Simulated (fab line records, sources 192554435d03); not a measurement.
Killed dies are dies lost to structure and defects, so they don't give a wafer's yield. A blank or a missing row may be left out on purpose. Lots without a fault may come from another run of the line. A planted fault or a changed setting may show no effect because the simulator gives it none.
Which tool did it? | flow n5_finfet | 12 lots, 35 wafers sampled, at 5 steps of a route of 1938

WHAT THE GAUGES READ, wafer by wafer
N5_BEOL_M14_OVL_MEAS_11. Usual: V13_OVL 0 nm, standard deviation 4.9.
lot  | measured     | on         | V13_OVL (nm) | flag
L846 | day 11 18:17 | overlay-02 | 3 0 0        |
L847 | day 11 21:38 | overlay-01 | 2 -4 -2      |
L848 | day 12 07:16 | overlay-01 | 10 2 3       |
L850 | day 12 09:54 | overlay-02 | 1 0 1        |
L852 | day 13 06:09 | overlay-01 | -1 -3 -5     |
L854 | day 13 10:50 | overlay-01 | -12 -9 0     |
L856 | day 14 00:50 | overlay-02 | 10 1 -3      |
L857 | day 14 05:34 | overlay-01 | 12 7 6       |
L859 | day 15 09:44 | overlay-02 | -3 0 6       |
L864 | day 15 18:23 | overlay-02 | 0 0 2        |
L869 | day 17 12:33 | overlay-02 | 1 -2 0       |
L868 | day 18 12:51 | overlay-01 | -2 -8        |

N5_BEOL_M14_CD_MEAS_28: target cd 284.4 nm. Usual: cd_nm 282.1 nm, standard deviation 2.
lot  | measured     | on        | cd_nm (nm)        | flag
L846 | day 11 19:07 | cd_sem-01 | 280.5 276.9 282.8 |
L847 | day 11 22:35 | cd_sem-02 | 280.7 281.8 284.5 |
L848 | day 12 08:07 | cd_sem-01 | 278.6 282.4 282.2 |
L850 | day 12 10:43 | cd_sem-01 | 280.3 282.0 277.4 |
L852 | day 13 07:05 | cd_sem-03 | 281.3 283.5 283.4 |
L854 | day 13 11:45 | cd_sem-01 | 283.2 283.3 280.2 |
L856 | day 14 01:39 | cd_sem-03 | 280.3 283.2 283.7 |
L857 | day 14 06:22 | cd_sem-01 | 276.6 282.6 280.9 |
L859 | day 15 10:46 | cd_sem-01 | 282.5 282.7 280.3 |
L864 | day 15 19:17 | cd_sem-02 | 279.1 279.8 281.9 |
L869 | day 17 13:35 | cd_sem-02 | 283.0 282.5 279.0 |
L868 | day 18 13:41 | cd_sem-02 | 283.8 284.8       |

N5_BEOL_M14_OVL_MEAS_29. Usual: M14_OVL 0 nm, standard deviation 5.6.
lot  | measured     | on         | M14_OVL (nm) | flag
L846 | day 11 19:08 | overlay-02 | 13 0 0       |
L847 | day 11 22:37 | overlay-02 | 4 0 3        |
L848 | day 12 08:08 | overlay-01 | 4 -7 -7      |
L850 | day 12 10:45 | overlay-01 | 3 6 7        |
L852 | day 13 07:07 | overlay-02 | -7 -2 0      |
L854 | day 13 11:47 | overlay-02 | 31 28 35     | OFF
L856 | day 14 01:41 | overlay-02 | 22 28 25     | OFF
L857 | day 14 06:25 | overlay-02 | 25 33 32     | OFF
L859 | day 15 10:48 | overlay-01 | 8 2 3        |
L864 | day 15 19:19 | overlay-02 | 3 2 4        |
L869 | day 17 13:37 | overlay-01 | 4 -3 3       |
L868 | day 18 13:42 | overlay-01 | -6 6         |

WHICH TOOL RAN EACH LOT (tool, then ch and the chambers of the sampled wafers, then the start)
lot  | N5_BEOL_M14_ILD_DEP_00          | N5_BEOL_M14_EXPOSE_25
L846 | pecvd-03 ch 0,1,2, day 11 17:38 | krf_scanner-01 ch 0, day 11 18:56
L847 | pecvd-04 ch 0,1,2, day 11 20:59 | krf_scanner-02 ch 0, day 11 22:25
L848 | pecvd-03 ch 0,2, day 12 06:37   | krf_scanner-02 ch 0, day 12 07:56
L850 | pecvd-04 ch 0,1, day 12 09:15   | krf_scanner-02 ch 0, day 12 10:33
L852 | pecvd-01 ch 0,1, day 13 05:37   | krf_scanner-02 ch 0, day 13 06:55
L854 | pecvd-03 ch 0,2, day 13 10:18   | krf_scanner-02 ch 0, day 13 11:35
L856 | pecvd-04 ch 0,1, day 14 00:18   | krf_scanner-02 ch 0, day 14 01:28
L857 | pecvd-01 ch 0,1,2, day 14 04:54 | krf_scanner-02 ch 0, day 14 06:12
L859 | pecvd-03 ch 1,2, day 15 09:12   | krf_scanner-01 ch 0, day 15 10:36
L864 | pecvd-04 ch 0,1, day 15 17:52   | krf_scanner-01 ch 0, day 15 19:07
L869 | pecvd-01 ch 0,1,2, day 17 12:01 | krf_scanner-01 ch 0, day 17 13:25
L868 | pecvd-03 ch 1,2, day 18 12:24   | krf_scanner-01 ch 0, day 18 13:31
- N5_BEOL_M14_ILD_DEP_00: deposits SiO2 from TEOS/O2, target thk 1119.3 nm, time 237.4 s.
- N5_BEOL_M14_EXPOSE_25: exposes mask M14, target cd 280 nm.

WHAT THE TOOLS THEMSELVES READ (means of the sampled wafers that have a number; where no wafer has one, the mark that the record gives instead)
N5_BEOL_M14_ILD_DEP_00. Usual: heater_power_w 620 W, standard deviation 120; showerhead_plenum_p_Torr 8.368 Torr, standard deviation 0.029; susceptor_temp_C 400.04 C, standard deviation 0.22; throttle_valve_pct 18.3 %, standard deviation 1.3.
lot  | tool     | heater_power_w (W) | showerhead_plenum_p_Torr (Torr) | susceptor_temp_C (C) | throttle_valve_pct (%) | flag
L846 | pecvd-03 | 690                | 8.367                           | 400.32               | 17.6                   |
L847 | pecvd-04 | 602                | 8.394                           | 400.16               | 19.7                   |
L848 | pecvd-03 | 579                | 8.369                           | 400.10               | 17.1                   |
L850 | pecvd-04 | 544                | 8.396                           | 400.07               | 20.3                   |
L852 | pecvd-01 | 507                | 8.322                           | 399.87               | 18.8                   |
L854 | pecvd-03 | 632                | 8.377                           | 399.99               | 16.9                   |
L856 | pecvd-04 | 538                | 8.408                           | 400.17               | 19.8                   |
L857 | pecvd-01 | 600                | 8.326                           | 400.16               | 17.9                   |
L859 | pecvd-03 | 677                | 8.369                           | 400.12               | 17.9                   |
L864 | pecvd-04 | 551                | 8.396                           | 400.10               | 20.4                   |
L869 | pecvd-01 | 645                | 8.339                           | 400.00               | 18.0                   |
L868 | pecvd-03 | 581                | 8.340                           | 399.92               | 16.9                   |

THE ANSWER, worked out from the rows above alone
Rule: a lot is off if the mean of its wafers that have a number lies more than 3 standard deviations from the usual mean. A lot without any number at a reading at which 4 lots or more have one is off too. The other lots that the step has rows for count as sound. The gauges are gone through in route order, then the tools' own readings, and for those a lot's mean is taken as printed above. The first step at which some lot is off is used, and at that step the reading that is off furthest; a lot without a number counts as furthest.
Off: L854, L856, L857, at N5_BEOL_M14_OVL_MEAS_29 (M14_OVL).
A tool fits if, at a process step before that reading, it ran every lot that is off, and no sound lot after the first of them. The gauges at N5_BEOL_M14_OVL_MEAS_29 are tried like those tools. One fits: krf_scanner-02 at N5_BEOL_M14_EXPOSE_25. Its last sound lot is L852 (day 13 06:55), its first lot that is off L854 (day 13 11:35): a fault that began between those two fits.

WHAT THE SIMULATOR HAD PUT IN
Scanner matching overlay: krf_scanner-02, from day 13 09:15 on, at N5_BEOL_M14_EXPOSE_25. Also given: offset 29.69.
Lots struck among those shown: L854, L856, L857. The rule above found the same.
